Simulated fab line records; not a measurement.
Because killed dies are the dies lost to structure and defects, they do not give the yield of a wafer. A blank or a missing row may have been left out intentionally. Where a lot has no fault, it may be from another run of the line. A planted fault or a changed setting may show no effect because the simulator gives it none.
Which tool did it? | flow n5-finfet | 11 lots, 31 wafers sampled, at 5 steps of a route of 1938

## WHAT EACH GAUGE READ, for each wafer
N5_BEOL_M4_RC_MEAS_101.
lot  | measured     | on        | DIBL_N (mV/V)  | DIBL_P (mV/V)  | IOFF_N (nA/um)    | IOFF_P (nA/um) | ION_N (uA/um) | ION_P (uA/um) | SS_N (mV/dec)  | SS_P (mV/dec)  | VT_N (mV)   | VT_P (mV)
L800 | day 8 12:00  | prober-01 | 34.8 35.9 33.8 | 36.8 38.6 35.6 | 0.153 0.169 0.124 | 0.19 0.20 0.17 | 687 676 654   | 462 455 454   | 71.7 72.1 71.4 | 73.5 73.4 72.9 | 252 252 260 | -255 -253 -256
L801 | day 8 14:39  | prober-02 | 35.5 34.7      | 36.8 35.0      | 0.138 0.136       | 0.18 0.16      | 668 668       | 454 452       | 71.2 71.5      | 73.5 72.3      | 251 253     | -256 -256
L802 | day 9 00:58  | prober-02 | 34.9 32.3 33.7 | 35.5 33.0 34.1 | 0.133 0.114 0.122 | 0.19 0.16 0.18 | 665 669 667   | 451 456 464   | 71.9 70.5 70.7 | 72.9 73.0 72.4 | 252 254 252 | -251 -253 -254
L803 | day 9 07:43  | prober-02 | 35.4 34.4 36.6 | 33.4 31.4 34.7 | 0.133 0.114 0.152 | 0.18 0.15 0.19 | 668 664 677   | 459 456 459   | 70.8 71.0 71.3 | 72.8 72.5 73.8 | 251 254 250 | -251 -254 -251
L807 | day 10 06:55 | prober-01 | 32.7 35.6      | 32.2 35.6      | 0.106 0.159       | 0.16 0.21      | 651 677       | 456 472       | 70.9 70.7      | 72.7 73.2      | 256 247     | -254 -247
L808 | day 10 14:43 | prober-01 | 36.8 38.7 37.9 | 37.4 39.8 38.5 | 0.169 0.216 0.199 | 0.20 0.25 0.23 | 676 690 692   | 460 467 472   | 71.2 72.4 71.8 | 72.9 74.5 74.5 | 247 246 245 | -252 -249 -250
L810 | day 10 17:42 | prober-02 | 37.6 37.4 33.8 | 37.5 37.5 32.5 | 0.173 0.169 0.115 | 0.20 0.19 0.14 | 676 675 655   | 456 458 450   | 71.4 71.1 70.4 | 73.9 73.7 72.9 | 248 248 251 | -255 -254 -256
L809 | day 10 20:29 | prober-01 | 37.3 34.3 36.1 | 35.7 32.8 35.5 | 0.166 0.124 0.151 | 0.25 0.20 0.24 | 657 670 660   | 460 469 459   | 72.1 70.5 71.3 | 73.9 72.4 73.4 | 250 252 250 | -248 -249 -249
L818 | day 12 19:22 | prober-01 | 35.7 33.7 36.3 | 34.9 32.6 35.9 | 0.132 0.110 0.150 | 0.20 0.17 0.21 | 672 651 664   | 465 454 453   | 72.0 70.9 71.7 | 73.4 72.2 73.2 | 254 254 252 | -250 -249 -248
L819 | day 13 00:59 | prober-02 | 36.6 35.3 35.5 | 35.6 35.2 34.1 | 0.183 0.175 0.161 | 0.23 0.23 0.20 | 677 686 670   | 466 469 457   | 72.1 71.3 72.1 | 73.3 73.8 73.5 | 245 245 248 | -249 -248 -251
L820 | day 13 12:37 | prober-02 | 36.8 38.7 39.1 | 35.2 38.1 38.4 | 0.157 0.199 0.213 | 0.21 0.26 0.27 | 681 683 697   | 468 467 475   | 70.7 71.9 72.5 | 73.0 73.8 74.2 | 253 245 244 | -250 -244 -248

N5_BEOL_M15_THK_MEAS_50: measures by xrf.
lot  | measured     | on            | M15_THK (nm)
L800 | day 11 20:43 | film-metro-01 | 795 860 825
L801 | day 12 07:30 | film-metro-02 | 799 793
L802 | day 12 15:38 | film-metro-02 | 793 820 798
L803 | day 12 19:25 | film-metro-01 | 837 850 846
L807 | day 13 13:25 | film-metro-01 | 815 824
L808 | day 13 20:29 | film-metro-02 | 813 808 832
L810 | day 14 06:37 | film-metro-02 | 803 805 832
L809 | day 14 07:25 | film-metro-01 | 800 797 806
L818 | day 16 12:33 | film-metro-02 | 769 801 814
L819 | day 16 15:04 | film-metro-01 | 824 792 790
L820 | day 16 21:16 | film-metro-02 | 781 803 785

N5_PASSIVATION_INSPECT_64: inspects for defects (macro).
lot  | measured     | on                | raw-defect-count
L800 | day 12 06:37 | defect-inspect-02 | 1 1 0
L801 | day 12 15:35 | defect-inspect-01 | 2 2
L802 | day 13 01:35 | defect-inspect-01 | 1 1 1
L803 | day 13 05:10 | defect-inspect-02 | 1 3 2
L807 | day 14 00:48 | defect-inspect-02 | 2 3
L808 | day 14 11:18 | defect-inspect-01 | 1 4 3
L810 | day 14 14:06 | defect-inspect-01 | 1 1
L809 | day 14 15:29 | defect-inspect-01 | 5 1
L818 | day 16 21:48 | defect-inspect-02 | 0 0 4
L819 | day 17 02:26 | defect-inspect-01 | 1 1 2
L820 | day 17 05:55 | defect-inspect-02 | 5 3 2

## EACH LOT AND THE TOOL THAT RAN IT (in order: tool; ch and the chambers of the sampled wafers; start)
lot  | N5_PASSIVATION_PECVD_00         | N5_PASSIVATION_SPUTTER_20
L800 | pecvd-04 ch 0,2, day 11 21:53   | pvd-sputter-01, day 12 05:59
L801 | pecvd-01 ch 1,2, day 12 08:39   | pvd-sputter-01, day 12 14:58
L802 | pecvd-04 ch 0,2, day 12 16:50   | pvd-sputter-01, day 13 00:50
L803 | pecvd-03 ch 0,1,2, day 12 20:34 | pvd-sputter-02, day 13 04:32
L807 | pecvd-01 ch 1,2, day 13 14:34   | pvd-sputter-01, day 14 00:02
L808 | pecvd-04 ch 0,1, day 13 21:41   | pvd-sputter-01, day 14 04:58
L810 | pecvd-03 ch 0,1,2, day 14 07:46 | pvd-sputter-01, day 14 13:29
L809 | pecvd-04 ch 0,1, day 14 08:34   | pvd-sputter-01, day 14 14:52
L818 | pecvd-04 ch 0,1,2, day 16 13:42 | pvd-sputter-03, day 16 21:02
L819 | pecvd-03 ch 0,1,2, day 16 16:32 | pvd-sputter-02, day 17 01:49
L820 | pecvd-01 ch 1,2, day 16 22:24   | pvd-sputter-02, day 17 05:17
- N5_PASSIVATION_PECVD_00: deposits SiO2 from SiH4/N2O, target thk 200 nm, time 11.2 s.
- N5_PASSIVATION_SPUTTER_20: material TaN, target thk 50 nm.

## AS READ BY THE TOOLS THEMSELVES (means over the sampled wafers that have a number; for cases with no such wafer, the mark the record gives instead)
N5_PASSIVATION_PECVD_00.
lot  | tool     | heater-power-w (W) | showerhead-plenum-p-Torr (Torr) | susceptor-temp-C (C) | throttle-valve-pct (%)
L800 | pecvd-04 | 763                | 8.10                            | 399.88               | 53
L801 | pecvd-01 | 747                | 8.14                            | 399.99               | 52
L802 | pecvd-04 | 782                | 8.11                            | 399.93               | 51
L803 | pecvd-03 | 677                | 8.12                            | 399.77               | 50
L807 | pecvd-01 | 669                | 8.16                            | 399.97               | 52
L808 | pecvd-04 | 808                | 8.09                            | 400.22               | 54
L810 | pecvd-03 | 642                | 8.12                            | 400.11               | 50
L809 | pecvd-04 | 727                | 8.08                            | 400.16               | 54
L818 | pecvd-04 | 773                | 8.11                            | 400.21               | 53
L819 | pecvd-03 | 715                | 8.12                            | 400.25               | 50
L820 | pecvd-01 | 765                | 8.16                            | 400.02               | 50

N5_PASSIVATION_SPUTTER_20.
lot  | tool           | susceptor-temp-C (C) | throttle-valve-pct (%)
L800 | pvd-sputter-01 | 24.98                | 30.3
L801 | pvd-sputter-01 | 24.92                | 30.2
L802 | pvd-sputter-01 | 25.07                | 29.8
L803 | pvd-sputter-02 | 24.94                | 29.6
L807 | pvd-sputter-01 | 24.90                | 29.1
L808 | pvd-sputter-01 | 24.93                | 29.4
L810 | pvd-sputter-01 | 25.02                | 29.7
L809 | pvd-sputter-01 | 25.01                | 30.4
L818 | pvd-sputter-03 | 25.03                | 30.8
L819 | pvd-sputter-02 | 24.92                | 29.6
L820 | pvd-sputter-02 | 25.12                | 27.9

## THE ANSWER, worked out from the rows above alone
Rule: usual is defined by the lots themselves. The widest of any qualifying gaps counts: lots, ordered by their means at a reading, are off when they make up no more than a third of the lots, leave a main group of 4 or more, and stand apart from it by 3 or more times the standard deviation of that group's means. A main group is skipped when, at the precision printed for the reading in the tables above, its means are all equal. A lot without any number at a reading at which 4 lots or more have one is off too. Where the step has rows for the other lots, those lots are counted as sound. The gauges are gone through in route order, then the tools' own readings, and for those a lot's mean is taken as printed above. The first step at which some lot is off is used, and at that step the reading that is off furthest; a lot without a number counts as furthest.
Nothing can be told from this: no lot is off at any reading shown.

## WHAT WAS PUT IN BY THE SIMULATOR
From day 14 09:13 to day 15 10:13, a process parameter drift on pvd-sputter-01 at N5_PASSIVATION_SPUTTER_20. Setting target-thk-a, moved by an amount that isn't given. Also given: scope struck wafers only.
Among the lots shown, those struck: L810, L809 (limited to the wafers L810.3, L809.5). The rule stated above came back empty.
